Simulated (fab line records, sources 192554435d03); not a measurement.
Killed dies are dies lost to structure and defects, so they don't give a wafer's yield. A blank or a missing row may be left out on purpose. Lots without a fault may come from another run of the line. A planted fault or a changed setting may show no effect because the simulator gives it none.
fab line records | flow n5_finfet
record lots=7 wafers=21
route steps=1938 shown ZERO_LAYER@9 WELL_APT@21 PMOS_HMC_CHANNEL_EPI@63 DUMMY_GATE@224 SD_EPI_P@312 SD_ACTIVATION@331 GATE_CUT@480
start_h: hours from the record's first day to the start of the lot's first wafer shown | wait_h: hours since the lot's step before | " the same as in the row above | L1.1+2: a row that stands for several wafers | - no value, or no start given | * or withheld: withheld | < > ~ a bound
route shown NAME@n: a module of which the file shows steps, and the number in the route of the first | usual: mean/standard deviation of fault-free wafers | same: alike in all rows | chamber/n: place in a boat | sites: the reading at each site | _std_site: their standard deviation | _edge_site: outer sites' mean less inner sites' | radius_mm: how far each site lies from the wafer's centre | mask NAME#n: copy n | behind: the tool/chamber that last shaped the wafer | hold: why the lot was held/for how many hours/how that ended | device: the transistor (n, p or np) that didn't switch | end of line: the same wafers' tests at the end of the route | a step without rows: its recipe alone | killed: dies lost to structure and defects at the first sort, not the wafer's yield | map: a wafer's dies, x killed, . not, _ none there
set.NAME: the setting as run; set.NAME@STEP: as run at that earlier step | model.NAME: the simulator's own value behind a step, which no gauge read
lots whose settings were changed on purpose; a table a step, a row a wafer
## steps
# step N5_ZERO_LAYER_EXPOSE_08
# recipe mask_id=ZERO na=0.55 source_shape=conventional sigma_outer=0.8 polarization=unpolarized defocus_nm=0 target_cd_nm=2000 dose_mj=16.2
# columns lot.wafer tool chamber start_h wait_h mask set.dose_mj
L076.1 krf_scanner-02 0 24.61 - ZERO#0 15.19
L076.5+6 " 0 " " ZERO#0 16.2
L078.2+3+5 krf_scanner-02 0 36.47 - ZERO#0 16.2
L087.1+6 krf_scanner-01 0 90.62 - ZERO#0 15.28
L087.5 " 0 " " ZERO#0 16.2
L088.1+3+6 krf_scanner-02 0 96.61 - ZERO#0 16.2
L089.4+6 krf_scanner-01 0 102.61 - ZERO#0 16.58
L089.5 " 0 " " ZERO#0 16.2
L091.1+6 krf_scanner-02 0 114.59 - ZERO#0 16.2
L091.4 " 0 " " ZERO#0 16.59
L094.2+5+6 krf_scanner-01 0 132.78 - ZERO#0 16.2
# step N5_ZERO_LAYER_PEB_09
# recipe peb_temp_c=withheld peb_time_s=*
# step N5_ZERO_LAYER_DEVELOP_10
# recipe develop_time_s=60 rinse_liquid=diw dry=air_spin dev_temp_c=21
# step N5_ZERO_LAYER_HARDBAKE_23
# recipe temp_c=130 time_s=120
# step N5_ZERO_LAYER_CD_MEAS_11
# recipe target_cd_nm=2000 landing_energy_ev=500 detector=se_inlens
# usual cd_nm=1999.7/1.9
# columns lot.wafer tool chamber start_h wait_h set.dose_mj@ZERO_LAYER_EXPOSE_08 cd_nm
L076.1 cd_sem-02 0 24.79 - 15.19 1984.7
L076.5 " 0 " " 16.2 2001.1
L076.6 " 0 " " 16.2 1997.2
L078.2 cd_sem-01 0 36.64 - 16.2 1997.7
L078.3 " 0 " " 16.2 1997.1
L078.5 " 0 " " 16.2 1999.8
L087.1 cd_sem-02 0 90.79 - 15.28 1987.5
L087.5 " 0 " " 16.2 2002.8
L087.6 " 0 " " 15.28 1990.8
L088.1 cd_sem-02 0 96.79 - 16.2 1996.5
L088.3 " 0 " " 16.2 2002.3
L088.6 " 0 " " 16.2 2000.4
L089.4 cd_sem-03 0 102.77 - 16.58 2006.4
L089.5 " 0 " " 16.2 2001.3
L089.6 " 0 " " 16.58 2006.0
L091.1 cd_sem-02 0 114.77 - 16.2 1997.8
L091.4 " 0 " " 16.59 2002.3
L091.6 " 0 " " 16.2 2001.3
L094.2 cd_sem-03 0 132.95 - 16.2 1999.2
L094.5 " 0 " " 16.2 1997.8
L094.6 " 0 " " 16.2 1999.5
# step N5_ZERO_LAYER_DESCUM_16
# recipe chemistry=O2 time_s=7.9 source_power_w=50 bias_power_w=20 pressure_mtorr=20 rf_frequency_hz=2.712e+07 temp_c=40 o2_flow_sccm=225
# columns lot.wafer tool chamber start_h wait_h set.dose_mj@ZERO_LAYER_EXPOSE_08 model.ZERO_LAYER.cd_nm
L076.1 rie_diel-03 0 25.10 0.3 15.19 1985
L076.5 " 1 " " 16.2 2001
L076.6 " 2 " " 16.2 1997
L078.2 rie_diel-06 3 37.11 0.5 16.2 1998
L078.3 " 1 " " 16.2 1997
L078.5 " 2 " " 16.2 2000
L087.1 rie_diel-01 3 90.83 0.0 15.28 1987
L087.5 " 3 " " 16.2 2003
L087.6 " 2 " " 15.28 1991
L088.1 rie_diel-06 2 96.83 0.0 16.2 1996
L088.3 " 1 " " 16.2 2002
L088.6 " 2 " " 16.2 2001
L089.4 rie_diel-03 0 102.80 0.0 16.58 2007
L089.5 " 0 " " 16.2 2001
L089.6 " 3 " " 16.58 2006
L091.1 rie_diel-03 0 114.80 0.0 16.2 1998
L091.4 " 2 " " 16.59 2002
L091.6 " 1 " " 16.2 2001
L094.2+6 rie_diel-06 3 132.99 0.0 16.2 -
L094.5 " 2 " " 16.2 1998
# step N5_WELL_APT_COAT_02
# recipe spin_rpm=1357 resist_thk_nm=950
# columns lot.wafer tool chamber start_h wait_h set.spin_rpm model.coat_of_WELL_APT_COAT_02.thk_nm
L076.1 litho_track-04 0 - - 1357 949.5
L076.5 " 0 " " 1357 949.9
L076.6 " 0 " " 1357 951.7
L078.2 litho_track-03 0 - - 1357 951.1
L078.3 " 0 " " 1210 1010
L078.5 " 0 " " 1357 955.1
L087.1+5 litho_track-05 0 - - 1206 1011
L087.6 " 0 " " 1357 952.6
L088.1 litho_track-05 0 - - 1357 953.7
L088.3 " 0 " " 1357 955
L088.6 " 0 " " 1357 956.7
L089.4 litho_track-03 0 - - 1262 986.4
L089.5 " 0 " " 1357 947.7
L089.6 " 0 " " 1357 950.1
L091.1 litho_track-04 0 - - 1357 950
L091.4 " 0 " " 1289 974.5
L091.6 " 0 " " 1289 978
L094.2 litho_track-03 0 - - 1357 947.4
L094.5 " 0 " " 1357 947.8
L094.6 " 0 " " 1357 947.2
# step N5_PMOS_HMC_CHANNEL_EPI_PEB_07
# recipe peb_temp_c=110 peb_time_s=60 resist=CAR-ArF-block
# columns lot.wafer tool chamber start_h wait_h set.peb_time_s
L076.1+5+6 litho_track-02 0 29.78 0.1 60
L078.2 litho_track-05 0 41.71 0.0 71.31
L078.3+5 " 0 " " 60
L087.1+6 litho_track-02 0 95.40 0.1 68.53
L087.5 " 0 " " 60
L088.1+6 litho_track-02 0 101.46 0.1 65.58
L088.3 " 0 " " 60
L089.4+5 litho_track-01 0 107.50 0.0 60
L089.6 " 0 " " 48.07
L091.1+4 litho_track-01 0 119.09 0.1 52.04
L091.6 " 0 " " 60
L094.2+5+6 litho_track-02 0 137.60 0.0 60
# step N5_PMOS_HMC_CHANNEL_EPI_DEVELOP_08
# recipe develop_time_s=30 developer=TMAH resist=CAR-ArF-block dev_temp_c=23 rinse_liquid=diw dry=air_spin
# columns lot.wafer tool chamber start_h wait_h set.develop_time_s
L076.1+6 litho_track-02 0 - - 30
L076.5 " 0 " " 24.6
L078.2+3 litho_track-05 0 - - 32.95
L078.5 " 0 " " 30
L087.1+5+6 litho_track-02 0 - - 30
L088.1+3+6 litho_track-02 0 - - 30
L089.4+5+6 litho_track-01 0 - - 30
L091.1+4+6 litho_track-01 0 - - 25.06
L094.2+5+6 litho_track-02 0 - - 30
# step N5_PMOS_HMC_CHANNEL_EPI_CD_MEAS_09
# recipe target_cd_nm=237.4 landing_energy_ev=500 detector=se_inlens
# usual cd_nm=237.8/0.87
# columns lot.wafer tool chamber start_h wait_h set.peb_time_s@PMOS_HMC_CHANNEL_EPI_PEB_07 cd_nm
L076.1 cd_sem-02 0 29.85 - 60 237.9
L076.5 " 0 " " 60 235.4
L076.6 " 0 " " 60 238.2
L078.2 cd_sem-01 0 41.77 - 71.31 246.1
L078.3 " 0 " " 60 238.3
L078.5 " 0 " " 60 237.9
L087.1 cd_sem-03 0 95.47 - 68.53 242.6
L087.5 " 0 " " 60 238.0
L087.6 " 0 " " 68.53 243.1
L088.1 cd_sem-03 0 101.52 - 65.58 242.7
L088.3 " 0 " " 60 239.3
L088.6 " 0 " " 65.58 241.9
L089.4 cd_sem-01 0 107.57 - 60 239.2
L089.5 " 0 " " 60 239.2
L089.6 " 0 " " 48.07 228.7
L091.1 cd_sem-01 0 119.16 - 52.04 229.5
L091.4 " 0 " " 52.04 230.1
L091.6 " 0 " " 60 235.9
L094.2 cd_sem-01 0 137.67 - 60 237.4
L094.5 " 0 " " 60 236.4
L094.6 " 0 " " 60 236.4
# step N5_PMOS_HMC_CHANNEL_EPI_DESCUM_14
# recipe chemistry=O2 time_s=7.9 source_power_w=50 bias_power_w=20 pressure_mtorr=20 rf_frequency_hz=2.712e+07 temp_c=40 resist=CAR-ArF-block o2_flow_sccm=225
# columns lot.wafer tool chamber start_h wait_h set.peb_time_s@PMOS_HMC_CHANNEL_EPI_PEB_07 model.PMOS_HMC_CHANNEL_EPI.cd_nm
L076.1 rie_diel-06 0 30.28 0.4 60 238.1
L076.5 " 3 " " 60 235.8
L076.6 " 0 " " 60 238.4
L078.2 rie_diel-01 1 41.86 0.0 71.31 245.9
L078.3 " 3 " " 60 238.3
L078.5 " 2 " " 60 237.9
L087.1 rie_diel-01 3 95.56 0.0 68.53 242.5
L087.5 " 1 " " 60 237.7
L087.6 " 0 " " 68.53 243
L088.1 rie_diel-03 2 101.61 0.0 65.58 243.2
L088.3 " 1 " " 60 239.5
L088.6 " 1 " " 65.58 242.2
L089.4 rie_diel-01 3 107.66 0.0 60 238.6
L089.5 " 0 " " 60 239
L089.6 " 3 " " 48.07 228.8
L091.1 rie_diel-06 2 119.25 0.0 52.04 229.6
L091.4 " 0 " " 52.04 230.2
L091.6 " 3 " " 60 235.6
L094.2 rie_diel-01 3 137.76 0.0 60 237.2
L094.5 " 1 " " 60 236.3
L094.6 " 0 " " 60 236.5
# step N5_DUMMY_GATE_COAT_28
# recipe resist=underlayer temp_c=205 time_s=60 spin_rpm=1500 resist_thk_nm=10
# columns lot.wafer tool chamber start_h wait_h set.spin_rpm model.underlayer_of_DUMMY_GATE_COAT_28.thk_nm
L076.1+5+6 litho_track-01 0 - - 1500 10
L078.2+3+5 litho_track-02 0 - - 1500 10
L087.1+5+6 litho_track-04 0 - - 1500 10
L088.1+6 litho_track-02 0 - - 1500 10
L088.3 " 0 " " 1628 9.6
L089.4+6 litho_track-04 0 - - 1500 10
L089.5 " 0 " " 1599 9.6
L091.1+6 litho_track-04 0 - - 1500 10
L091.4 " 0 " " 1398 10.4
L094.2+5+6 litho_track-02 0 - - 1500 10
# step N5_SD_EPI_P_ETCH_16
# recipe chemistry=CHF3/O2 target=SiO2 target_depth_a=50 mask_material=SOC pressure_mtorr=30 source_w=650 bias_w=170 Ar_flow_sccm=200 CHF3_flow_sccm=50 O2_flow_sccm=5 ion_energy_ev=200
# columns lot.wafer tool chamber start_h wait_h set.target_depth_a model.etch.depth_nm
L076.1 rie_diel-01 1 66.72 0.1 50 5.015
L076.5 " 0 " " 50 4.984
L076.6 " 1 " " 51.83 5.21
L078.2 rie_diel-01 3 78.85 0.1 50 4.999
L078.3 " 0 " " 50 4.883
L078.5 " 3 " " 50 5.028
L087.1 rie_diel-03 3 136.86 0.1 50 5.088
L087.5 " 0 " " 50 5.038
L087.6 " 3 " " 50 5.079
L088.1 rie_diel-01 3 139.65 0.1 50 5.01
L088.3 " 2 " " 50 4.992
L088.6 " 0 " " 45.48 4.441
L089.4 rie_diel-03 0 145.38 0.0 52.38 5.356
L089.5 " 3 " " 50 5.16
L089.6 " 2 " " 52.38 5.276
L091.1 rie_diel-01 0 158.21 0.1 53.94 5.257
L091.4 " 3 " " 50 5.104
L091.6 " 1 " " 50 5.029
L094.2 rie_diel-06 0 175.11 0.1 50 4.955
L094.5 " 1 " " 50 4.998
L094.6 " 0 " " 50 4.995
# step N5_SD_EPI_P_EPI_21
# recipe material=SiGe:B dopant=B temp_c=550 pressure_torr=20 ambient=H2 time_s=355
# columns lot.wafer tool chamber start_h wait_h set.time_s model.SiGe-B_of_SD_EPI_P_EPI_21.thk_nm
L076.1 epi_rpcvd-01 0 67.62 0.2 355 61
L076.5 " 0 69.54 2.0 355 60.8
L076.6 " 0 " " 355 60.4
L078.2+5 epi_rpcvd-01 0 80.19 0.6 355 61.6
L078.3 " 0 " " 306.7 55.8
L087.1 epi_rpcvd-04 0 137.62 0.1 400.2 66.6
L087.5+6 " 0 139.06 1.5 355 60.6
L088.1 epi_rpcvd-03 0 140.63 0.2 355 61.2
L088.3 " 0 " " 382.9 63.8
L088.6 " 0 143.03 2.4 355 60.2
L089.4+6 epi_rpcvd-03 0 148.32 2.0 355 60.8
L089.5 " 0 " " 305.2 55.4
L091.1 epi_rpcvd-03 0 158.95 0.1 396.3 65.2
L091.4 " 0 160.03 1.1 355 61.2
L091.6 " 0 " " 355 60.8
L094.2 epi_rpcvd-03 0 176.20 0.5 355 61.8
L094.5 " 0 177.28 1.5 355 60.8
L094.6 " 0 " " 355 60.4
# step N5_SD_EPI_P_EPI_MEAS_23
# recipe mode=xrd
# usual thk_nm=61.1/1.1
# columns lot.wafer tool chamber start_h wait_h set.time_s@SD_EPI_P_EPI_21 thk_nm
L076.1 film_metro-02 - 70.53 2.4 355 61.5
L076.5 " - " " 355 62.2
L076.6 " - " " 355 61.7
L078.2 film_metro-02 - 82.63 2.0 355 61.1
L078.3 " - " " 306.7 54.7
L078.5 " - " " 355 61.2
L087.1 film_metro-01 - 139.81 1.8 400.2 65.8
L087.5 " - " " 355 59.0
L087.6 " - " " 355 60.0
L088.1 film_metro-01 - 143.54 2.4 355 61.8
L088.3 " - " " 382.9 63.6
L088.6 " - " " 355 59.5
L089.4 film_metro-02 - 150.28 1.3 355 61.4
L089.5 " - " " 305.2 54.4
L089.6 " - " " 355 60.5
L091.1 film_metro-01 - 161.14 1.8 396.3 65.6
L091.4 " - " " 355 63.4
L091.6 " - " " 355 61.2
L094.2 film_metro-01 - 178.04 1.5 355 61.0
L094.5 " - " " 355 60.9
L094.6 " - " " 355 60.0
# step N5_SD_EPI_P_HM_STRIP_48
# recipe chemistry=H3PO4 temp_c=160 material=SiNx target=SiNx target_depth_a=30 overetch_fraction=0.3
# columns lot.wafer tool chamber start_h wait_h set.time_s@SD_EPI_P_EPI_21 model.SiGe-B_of_SD_EPI_P_EPI_21.thk_nm
L076.1+5 wet_bench-03 3,2 70.57 0.0 355 60.6
L076.6 " 4 " " 355 60
L078.2+5 wet_bench-03 5,6 82.66 0.0 355 61.2
L078.3 " 3 " " 306.7 55.4
L087.1 wet_bench-04 6 139.85 0.0 400.2 66.4
L087.5+6 " 3,1 " " 355 60.4
L088.1 wet_bench-02 7 143.58 0.0 355 60.8
L088.3 " 0 " " 382.9 63.6
L088.6 " 6 " " 355 59.8
L089.4 wet_bench-02 1 150.31 0.0 355 60.4
L089.5 " 6 " " 305.2 55
L089.6 " 3 " " 355 60.6
L091.1 wet_bench-03 2 161.18 0.0 396.3 65
L091.4 " 3 " " 355 61
L091.6 " 6 " " 355 60.4
L094.2 wet_bench-03 6 178.07 0.0 355 61.4
L094.5 " 1 " " 355 60.6
L094.6 " 3 " " 355 60
# step N5_SD_ACTIVATION_LSA_01
# recipe temp_c=1080 time_s=0.0008 ambient=N2
# usual wafer_temp_C_max=1083.3/0.98
# columns lot.wafer tool chamber start_h wait_h set.temp_c wafer_temp_C_max
L076.1 laser_anneal-01 0 70.93 0.2 1080 1082.6
L076.5 " 0 " " 1080 1083.4
L076.6 " 0 " " 1080 1083.4
L078.2 laser_anneal-01 0 83.18 0.2 1080 1081.6
L078.3 " 0 " " 1080 1082.2
L078.5 " 0 " " 1050 1051.8
L087.1 laser_anneal-02 0 140.23 0.2 1108 1111.9
L087.5 " 0 " " 1108 1110.8
L087.6 " 0 " " 1108 1112.5
L088.1 laser_anneal-01 0 144.14 0.3 1080 1081.5
L088.3 " 0 " " 1080 1082.1
L088.6 " 0 " " 1080 1081.6
L089.4 laser_anneal-02 0 150.95 0.2 1054 1059.6
L089.5 " 0 " " 1054 1057.8
L089.6 " 0 " " 1080 1084.9
L091.1 laser_anneal-02 0 161.54 0.2 1047 1051.0
L091.4 " 0 " " 1047 1049.1
L091.6 " 0 " " 1080 1083.4
L094.2 laser_anneal-01 0 178.74 0.2 1080 1083.4
L094.5 " 0 " " 1080 1083.3
L094.6 " 0 " " 1080 1083.6
# step N5_SD_ACTIVATION_RS_MEAS_03
# recipe thk_meas_gauge=four-point-probe
# usual RS_SD_N=21.9/0.37 RS_SD_P=56.2/0.93
# columns lot.wafer tool chamber start_h wait_h set.time_s@SD_EPI_P_EPI_21 set.temp_c@SD_ACTIVATION_LSA_01 RS_SD_N[ohm/sq] RS_SD_P[ohm/sq]
L076.1 film_metro-02 - 71.14 0.2 355 1080 21.7 57.1
L076.5 " - " " 355 1080 21.7 57.3
L076.6 " - " " 355 1080 21.8 57.7
L078.2 film_metro-02 - 83.37 0.2 355 1080 21.7 54.6
L078.3 " - " " 306.7 1080 21.5 61.3
L078.5 " - " " 355 1050 25.4 55.9
L087.1 film_metro-01 - 140.43 0.2 400.2 1108 18.9 50.6
L087.5 " - " " 355 1108 19.2 55.6
L087.6 " - " " 355 1108 18.9 55.4
L088.1 film_metro-02 - 144.34 0.2 355 1080 21.9 55.3
L088.3 " - " " 382.9 1080 22.1 52.9
L088.6 " - " " 355 1080 21.6 56.5
L089.4 film_metro-01 - 151.13 0.1 355 1054 24.3 56.1
L089.5 " - " " 305.2 1054 24.4 61.4
L089.6 " - " " 355 1080 21.5 54.8
L091.1 film_metro-01 - 161.76 0.2 396.3 1047 25.5 53.7
L091.4 " - " " 355 1047 25.3 57.3
L091.6 " - " " 355 1080 21.7 57.2
L094.2 film_metro-02 - 178.93 0.2 355 1080 21.6 55.4
L094.5 " - " " 355 1080 22.2 56.1
L094.6 " - " " 355 1080 22.1 57.9
# step N5_GATE_CUT_COAT_27
# recipe resist=underlayer temp_c=205 time_s=60 spin_rpm=1500 resist_thk_nm=10
# columns lot.wafer tool chamber start_h wait_h set.spin_rpm model.underlayer_of_GATE_CUT_COAT_27.thk_nm
L076.1 litho_track-04 0 - - 1415 10.2
L076.5+6 " 0 " " 1500 10
L078.2+5 litho_track-01 0 - - 1406 10.4
L078.3 " 0 " " 1500 10
L087.1 litho_track-02 0 - - 1500 10
L087.5+6 " 0 " " 1590 9.8
L088.1 litho_track-02 0 - - 1500 10
L088.3+6 " 0 " " 1454 10.2
L089.4+5 litho_track-01 0 - - 1382 10.4
L089.6 " 0 " " 1500 10
L091.1 litho_track-01 0 - - 1355 10.6
L091.4+6 " 0 " " 1500 10
L094.2+5+6 litho_track-01 0 - - 1500 10
# step N5_GATE_CUT_DESCUM_18
# recipe chemistry=O2 time_s=7 source_power_w=50 bias_power_w=20 pressure_mtorr=20 rf_frequency_hz=2.712e+07 temp_c=40 resist=CAR-EUV o2_flow_sccm=225
# columns lot.wafer tool chamber start_h wait_h set.time_s model.CAR-EUV_of_GATE_CUT_COAT_07.thk_nm
L076.1 rie_diel-06 3 101.11 0.0 8.516 25.4
L076.5 " 1 " " 7 26.2
L076.6 " 2 " " 7 26
L078.2+3 rie_diel-06 3,0 109.86 0.0 6.038 26.8
L078.5 " 0 " " 7 26.2
L087.1+6 rie_diel-06 1 165.95 0.0 7 26.2
L087.5 " 2 " " 7 26
L088.1+6 rie_diel-06 2,1 169.94 0.0 7 26
L088.3 " 1 " " 7 26.2
L089.4+5 rie_diel-03 1 176.54 0.2 7 26.2
L089.6 " 2 " " 6.437 26.4
L091.1+4+6 rie_diel-01 2,0,0 187.52 0.1 7 26.2
L094.2+5+6 rie_diel-06 2,3,0 204.80 0.0 7 26.2
# step N5_GATE_CUT_ETCH_28
# recipe chemistry=N2/H2 target=underlayer target_depth_a=130 mask_material=CAR-EUV time_s=10.4 ion_energy_ev=200 pressure_mtorr=30 source_w=840 bias_w=150 n2_flow_sccm=200 h2_flow_sccm=200 ends=cleared
# columns lot.wafer tool chamber start_h wait_h set.spin_rpm@GATE_CUT_COAT_27 set.time_s@GATE_CUT_DESCUM_18 model.etch.depth_nm model.CAR-EUV_of_GATE_CUT_COAT_07.thk_nm
L076.1 rie_diel-06 3 101.14 0.0 1415 8.516 10.29 13.6
L076.5 " 1 " " 1500 7 9.994 14.8
L076.6 " 2 " " 1500 7 10.01 14.6
L078.2 rie_diel-06 3 109.89 0.0 1406 6.038 10.41 14.8
L078.3 " 0 " " 1500 6.038 10.09 15
L078.5 " 0 " " 1406 7 10.42 14.2
L087.1 rie_diel-06 1 165.99 0.0 1500 7 10.03 14.6
L087.5 " 2 " " 1590 7 9.74 15
L087.6 " 1 " " 1590 7 9.766 15
L088.1 rie_diel-06 2 169.97 0.0 1500 7 9.999 14.6
L088.3 " 1 " " 1454 7 10.16 14.6
L088.6 " 1 " " 1454 7 10.21 14.4
L089.4 rie_diel-03 1 176.58 0.0 1382 7 10.44 14.4
L089.5 " 1 " " 1382 7 10.43 14.4
L089.6 " 2 " " 1500 6.437 10.01 15
L091.1 rie_diel-01 2 187.55 0.0 1355 7 10.53 14
L091.4 " 0 " " 1500 7 9.989 14.6
L091.6 " 0 " " 1500 7 9.993 14.6
L094.2 rie_diel-06 2 204.83 0.0 1500 7 10 14.6
L094.5 " 3 " " 1500 7 10.02 14.6
L094.6 " 0 " " 1500 7 10.01 14.6
# step N5_GATE_CUT_ETCH_36
# recipe chemistry=CF4 target=SiARC target_depth_a=130 mask_material=CAR-EUV time_s=21.7 ion_energy_ev=80 pressure_mtorr=40 source_w=545 bias_w=36 Ar_flow_sccm=100 cf4_flow_sccm=100 ends=cleared
# columns lot.wafer tool chamber start_h wait_h set.time_s@GATE_CUT_DESCUM_18 model.CAR-EUV_of_GATE_CUT_COAT_07.thk_nm
L076.1 rie_diel-06 3 101.16 0.0 8.516 6
L076.5+6 " 1,2 " " 7 7
L078.2 rie_diel-06 3 109.91 0.0 6.038 7.2
L078.3 " 0 " " 6.038 7.4
L078.5 " 0 " " 7 6.4
L087.1 rie_diel-06 1 166.01 0.0 7 7
L087.5+6 " 2,1 " " 7 7.2
L088.1+3 rie_diel-06 2,1 169.99 0.0 7 6.8
L088.6 " 1 " " 7 6.6
L089.4+5 rie_diel-03 1 176.60 0.0 7 6.6
L089.6 " 2 " " 6.437 7.2
L091.1 rie_diel-01 2 187.57 0.0 7 6.4
L091.4+6 " 0 " " 7 7
L094.2+5 rie_diel-06 2,3 204.85 0.0 7 7
L094.6 " 0 " " 7 6.8
## key
split step=N5_ZERO_LAYER_EXPOSE_08 setting=dose_mj stated=16.2 by=wafer
response step=N5_ZERO_LAYER_CD_MEAS_11 reading=cd_nm change=+2.26 per=1% r=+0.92
response step=N5_ZERO_LAYER_DESCUM_16 reading=model.ZERO_LAYER.cd_nm change=+2.23 per=1% r=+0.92
split step=N5_WELL_APT_COAT_02 setting=spin_rpm stated=1357 by=wafer
response step=N5_WELL_APT_COAT_02 reading=model.coat_of_WELL_APT_COAT_02.thk_nm change=-5.28 per=1% r=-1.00
split step=N5_PMOS_HMC_CHANNEL_EPI_PEB_07 setting=peb_time_s stated=60 by=wafer
response step=N5_PMOS_HMC_CHANNEL_EPI_CD_MEAS_09 reading=cd_nm change=+0.441 per=1% r=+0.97
response step=N5_PMOS_HMC_CHANNEL_EPI_DESCUM_14 reading=model.PMOS_HMC_CHANNEL_EPI.cd_nm change=+0.431 per=1% r=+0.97
split step=N5_PMOS_HMC_CHANNEL_EPI_DEVELOP_08 setting=develop_time_s stated=30 by=wafer
response none clear
split step=N5_DUMMY_GATE_COAT_28 setting=spin_rpm stated=1500 by=wafer
response step=N5_DUMMY_GATE_COAT_28 reading=model.underlayer_of_DUMMY_GATE_COAT_28.thk_nm change=-0.054 per=1% r=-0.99
split step=N5_SD_EPI_P_ETCH_16 setting=target_depth_a stated=50 by=wafer
response step=N5_SD_EPI_P_ETCH_16 reading=model.etch.depth_nm change=+0.0449 per=1% r=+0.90
split step=N5_SD_EPI_P_EPI_21 setting=time_s stated=355 by=wafer
response step=N5_SD_EPI_P_EPI_21 reading=model.SiGe-B_of_SD_EPI_P_EPI_21.thk_nm change=+0.411 per=1% r=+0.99
response step=N5_SD_EPI_P_EPI_MEAS_23 reading=thk_nm change=* per=1% r=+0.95
response step=N5_SD_EPI_P_HM_STRIP_48 reading=model.SiGe-B_of_SD_EPI_P_EPI_21.thk_nm change=+0.416 per=1% r=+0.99
response step=N5_SD_ACTIVATION_RS_MEAS_03 reading=RS_SD_P change=-0.395 per=1% r=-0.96
split step=N5_SD_ACTIVATION_LSA_01 setting=temp_c stated=1080 by=wafer
response step=N5_SD_ACTIVATION_LSA_01 reading=wafer_temp_C_max change=* per=1% r=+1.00
response step=N5_SD_ACTIVATION_RS_MEAS_03 reading=RS_SD_N change=-1.26 per=1% r=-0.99
split step=N5_GATE_CUT_COAT_27 setting=spin_rpm stated=1500 by=wafer
response step=N5_GATE_CUT_COAT_27 reading=model.underlayer_of_GATE_CUT_COAT_27.thk_nm change=-0.0529 per=1% r=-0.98
response step=N5_GATE_CUT_ETCH_28 reading=model.etch.depth_nm change=-0.0529 per=1% r=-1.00
response step=N5_GATE_CUT_ETCH_28 reading=model.CAR-EUV_of_GATE_CUT_COAT_07.thk_nm slope=+0.0524 per=1% together_with=time_s@GATE_CUT_DESCUM_18 explained=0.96
split step=N5_GATE_CUT_DESCUM_18 setting=time_s stated=7 by=wafer
response step=N5_GATE_CUT_DESCUM_18 reading=model.CAR-EUV_of_GATE_CUT_COAT_07.thk_nm change=-0.0346 per=1% r=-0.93
response step=N5_GATE_CUT_ETCH_28 reading=model.CAR-EUV_of_GATE_CUT_COAT_07.thk_nm change=-0.053 per=1% r=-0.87
response step=N5_GATE_CUT_ETCH_36 reading=model.CAR-EUV_of_GATE_CUT_COAT_07.thk_nm change=-0.0538 per=1% r=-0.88
